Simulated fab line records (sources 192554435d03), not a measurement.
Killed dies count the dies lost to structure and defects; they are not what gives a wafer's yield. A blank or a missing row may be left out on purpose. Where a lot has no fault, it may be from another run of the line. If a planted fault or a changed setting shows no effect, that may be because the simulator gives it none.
Comparing a struck lot with a sound one | flow n5 finfet | 15 out of 1938 route steps
Sound: these wafers, L931.2, L931.4, L931.5. Struck: wafer L936.4. (L936.5, L936.6 of the same lot were not struck and are left out.) The cause comes at the end.
Order at every step that has rows: each side's tool, ch and its chambers, its first start. Under that, the readings that differ: sound wafers | struck wafers | difference of the means | sigmas: that difference in standard deviations of wafers without a fault.
alike: a reading whose means differ by less than 2 such deviations, as well as words and numbers matching on both sides. not compared: withheld readings; readings where some wafer has no value; bounds like >300 that might hide an equal value; numbers whose values overlap and for which the record gives no deviation.
A row with sigmas, a row that says differs or no value, or rows on one side alone: a step with any of these is where the two part. Non-overlapping numbers with no deviation appear without sigmas and do not part them. A reading that every wafer of one side lacks parts them only if that side has two wafers or more.

first, 2 steps without rows for these wafers: N5_BEOL_M14_PRECLEAN_39 (cleans in residue remover, time 60 s); N5_BEOL_M14_SRD_40 (time 30 s, dry time 30 s).
N5_BEOL_M14_DEGAS_41: time 60 s.
  struck on pvd sputter-01, day 13 14:35; sound on pvd sputter-02, day 12 17:03
  alike: heater power w
then, 1 step without rows for these wafers: N5_BEOL_M14_PRE_CLEAN_42 (time 30 s).
N5_BEOL_M14_SPUTTER_43: material TaN, target thk 15 nm, time 24.19 s.
  struck on pvd sputter-01, day 13 14:40; sound on pvd sputter-02, day 12 17:08
  alike: throttle valve pct
N5_BEOL_M14_SPUTTER_44: material Ta, target thk 15 nm, time 24.19 s.
  struck on pvd sputter-01, day 13 14:45; sound on pvd sputter-02, day 12 17:13
  alike: throttle valve pct
then, 2 steps without rows for these wafers: N5_BEOL_M14_SPUTTER_45 (material Cu, target thk 100 nm, time 16.67 s); N5_BEOL_M14_ECD_47 (material Cu, target thk 1248 nm).
N5_BEOL_M14_ANNEAL_48: time 90 s.
  sound on rtp anneal-02 ch 0, day 12 18:49; struck on rtp anneal-02 ch 0, day 13 15:16
  alike: wafer_temp_C_max
N5_BEOL_M14_CMP_49: polishes, stops on SiO2, t overpolish 5.2 s, target thk 560 nm.
  sound on cmp-01 ch 0,1, day 12 19:05; struck on cmp-03 ch 1, day 13 15:33
  reading                      | sound             | struck | difference | sigmas
  barrier field endpoint s (s) | 11.56 12.35 12.43 | 11.44  | -0.67      | -2
  alike: motor current A, overpolish run s, time to endpoint s
N5_BEOL_M14_THK_MEAS_50: measures by xrf.
  struck on film metro-01, day 13 15:44; sound on film metro-01, day 12 19:23
  alike: M14_THK
then, 1 step without rows for these wafers: N5_BEOL_M14_PRE_CLEAN_52 (time 15 s).
N5_BEOL_M14_DEP_53: deposits SiCN from 3MS/NH3, target thk 50 nm, time 17.8 s.
  sound on pecvd-03 ch 0,1, day 12 19:27; struck on pecvd-03 ch 0, day 13 15:49
  reading                                   | sound        | struck | difference | sigmas
  model.SiCN_of_BEOL_M14_DEP_53.thk nm (nm) | 49 50.4 50.2 | 48.2   | -1.7       |
  alike: chamber pressure Torr, showerhead plenum p Torr, throttle valve pct
N5_BEOL_M14_RS_MEAS_54: measurement is done with a four-point probe.
  struck on film metro-01, day 13 15:52; sound on film metro-01, day 12 19:31
  alike: M14_RS
N5_PASSIVATION_PROBE_49:
  rows exist in the record for the struck wafers here (prober-01, day 14 11:52), but not for the sound ones

WHERE THEY PART
Last at N5_PASSIVATION_PROBE_49 as far as this record goes, first at N5_BEOL_M14_CMP_49.

WHY: what the simulator had put in
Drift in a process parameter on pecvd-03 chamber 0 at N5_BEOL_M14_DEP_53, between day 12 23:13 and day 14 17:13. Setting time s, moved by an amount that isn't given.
